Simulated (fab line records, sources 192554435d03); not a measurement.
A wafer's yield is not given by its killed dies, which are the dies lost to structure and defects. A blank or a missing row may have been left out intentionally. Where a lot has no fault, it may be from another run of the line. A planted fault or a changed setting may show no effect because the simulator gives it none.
Split-lot study / flow n5_finfet / on a route of 1938 steps: 7 lots, 21 wafers read

## ON THE SPLIT
At N5_BEOL_M1_ILD_DEP_00 (deposits SiOC from DEMS/O2, target thk 79 nm, time 15.3 s), the setting time_s was moved away from the recipe's 15.3 s on 5 of the 21 wafers read, by -13.2% to +11.4%. This setting was run at the recipe's value on the other wafers.

No step appears in the file between the split and the reading.

## THE READING
M1_ILD_THK (nm), taken at N5_BEOL_M1_THK_MEAS_01. On this fab line, fault-free wafers typically give 79.5 nm with a standard deviation of 1.3 nm.

wafer=L079.1; tool, chamber at the split=pecvd-02, 0; time_s as run, s=15.3; against the recipe=recipe; M1_ILD_THK, nm=79.1; against lot-mates on the recipe=-
wafer=L079.3; tool, chamber at the split=pecvd-02, 1; time_s as run, s=15.3; against the recipe=recipe; M1_ILD_THK, nm=78.6; against lot-mates on the recipe=-
wafer=L079.5; tool, chamber at the split=pecvd-02, 0; time_s as run, s=15.3; against the recipe=recipe; M1_ILD_THK, nm=80.5; against lot-mates on the recipe=-
wafer=L082.1; tool, chamber at the split=pecvd-01, 1; time_s as run, s=15.3; against the recipe=recipe; M1_ILD_THK, nm=79.5; against lot-mates on the recipe=-
wafer=L082.2; tool, chamber at the split=pecvd-01, 2; time_s as run, s=15.3; against the recipe=recipe; M1_ILD_THK, nm=79.8; against lot-mates on the recipe=-
wafer=L082.4; tool, chamber at the split=pecvd-01, 0; time_s as run, s=15.3; against the recipe=recipe; M1_ILD_THK, nm=80.8; against lot-mates on the recipe=-
wafer=L083.1; tool, chamber at the split=pecvd-03, 1; time_s as run, s=15.3; against the recipe=recipe; M1_ILD_THK, nm=79.4; against lot-mates on the recipe=-
wafer=L083.3; tool, chamber at the split=pecvd-03, 0; time_s as run, s=15.3; against the recipe=recipe; M1_ILD_THK, nm=79.7; against lot-mates on the recipe=-
wafer=L083.6; tool, chamber at the split=pecvd-03, 2; time_s as run, s=15.3; against the recipe=recipe; M1_ILD_THK, nm=78.5; against lot-mates on the recipe=-
wafer=L089.3; tool, chamber at the split=pecvd-01, 0; time_s as run, s=15.3; against the recipe=recipe; M1_ILD_THK, nm=79.7; against lot-mates on the recipe=-
wafer=L089.5; tool, chamber at the split=pecvd-01, 1; time_s as run, s=13.28; against the recipe=-13.2%; M1_ILD_THK, nm=70.8; against lot-mates on the recipe=-9.9
wafer=L089.6; tool, chamber at the split=pecvd-01, 0; time_s as run, s=15.3; against the recipe=recipe; M1_ILD_THK, nm=81.7; against lot-mates on the recipe=-
wafer=L090.2; tool, chamber at the split=pecvd-01, 2; time_s as run, s=16.82; against the recipe=+9.9%; M1_ILD_THK, nm=85.0; against lot-mates on the recipe=+4.2
wafer=L090.3; tool, chamber at the split=pecvd-01, 0; time_s as run, s=15.3; against the recipe=recipe; M1_ILD_THK, nm=80.3; against lot-mates on the recipe=-
wafer=L090.4; tool, chamber at the split=pecvd-01, 0; time_s as run, s=15.3; against the recipe=recipe; M1_ILD_THK, nm=81.3; against lot-mates on the recipe=-
wafer=L094.2; tool, chamber at the split=pecvd-02, 0; time_s as run, s=17.05; against the recipe=+11.4%; M1_ILD_THK, nm=86.9; against lot-mates on the recipe=no lot-mate on the recipe
wafer=L094.3; tool, chamber at the split=pecvd-02, 2; time_s as run, s=17.05; against the recipe=+11.4%; M1_ILD_THK, nm=88.1; against lot-mates on the recipe=no lot-mate on the recipe
wafer=L094.5; tool, chamber at the split=pecvd-02, 1; time_s as run, s=17.05; against the recipe=+11.4%; M1_ILD_THK, nm=87.4; against lot-mates on the recipe=no lot-mate on the recipe
wafer=L095.1; tool, chamber at the split=pecvd-03, 0,1; time_s as run, s=15.3; against the recipe=recipe; M1_ILD_THK, nm=79.1; against lot-mates on the recipe=-
wafer=L095.3; tool, chamber at the split=pecvd-03, 0,1; time_s as run, s=15.3; against the recipe=recipe; M1_ILD_THK, nm=79.2; against lot-mates on the recipe=-
wafer=L095.4; tool, chamber at the split=pecvd-03, 0; time_s as run, s=15.3; against the recipe=recipe; M1_ILD_THK, nm=79.7; against lot-mates on the recipe=-
When a row names more than one chamber, that row covers several wafers, and the file does not tell which wafer ran in which chamber.

THE FIT
A straight line over all 21 wafers: M1_ILD_THK changes by +0.654 nm for each +1% of time_s; r = +0.97; the points scatter about the line by 0.89 nm.
The same after taking each lot's own level away (the mean of its wafers on the recipe; 18 wafers): +0.629 nm for each +1%; r = +0.95; scatter 0.88 nm.
According to that fit, moving time_s by its largest amount changes the reading by 8.3 nm.
The lots' own levels span 79.20 to 80.80 nm, that is 1.2 times the standard deviation above.
The two slopes agree, so the slope changes little with the lot-to-lot level.
Check: for one of the wafers moved furthest among these (-13.2%), held out of the fit, the line's prediction against its lot-mates is -5.58 nm. It came out at -9.9 nm against them.

## FURTHER SPLITS ON THESE WAFERS
Before the reading, these wafers also passed through other splits. Each is held against what the fit with the lots' levels taken away leaves over:
other split on the same wafers=N5_BEOL_M0_SAQP_COAT_08 spin_rpm; wafers away from the commonest value=4; r with M1_ILD_THK (lot level and that fit taken away)=+0.13
other split on the same wafers=N5_BEOL_M0_SAQP_SPACER2_ALD_26 target_thk_a; wafers away from the commonest value=5; r with M1_ILD_THK (lot level and that fit taken away)=+0.14
other split on the same wafers=N5_BEOL_M0_SAQP_COAT_87 temp_c; wafers away from the commonest value=8; r with M1_ILD_THK (lot level and that fit taken away)=+0.03

## THE WHOLE CHAIN: every reading that the file lists as answering this split, in the file's order
step=N5_BEOL_M1_ILD_DEP_00; what it does=deposits SiOC from DEMS/O2, target thk 79 nm, time 15.3 s; reading=SiOC_of_BEOL_M1_ILD_DEP_00.thk_nm (the simulator's own value, which no gauge read); change (the file's fit)=+0.635 nm for each +1% of the setting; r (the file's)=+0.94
step=N5_BEOL_M1_THK_MEAS_01; what it does=; reading=M1_ILD_THK; change (the file's fit)=+0.635 for each +1% of the setting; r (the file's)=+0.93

## THE FILE'S OWN FIT
M1_ILD_THK changes by +0.635 nm for each +1% of time_s, r = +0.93.
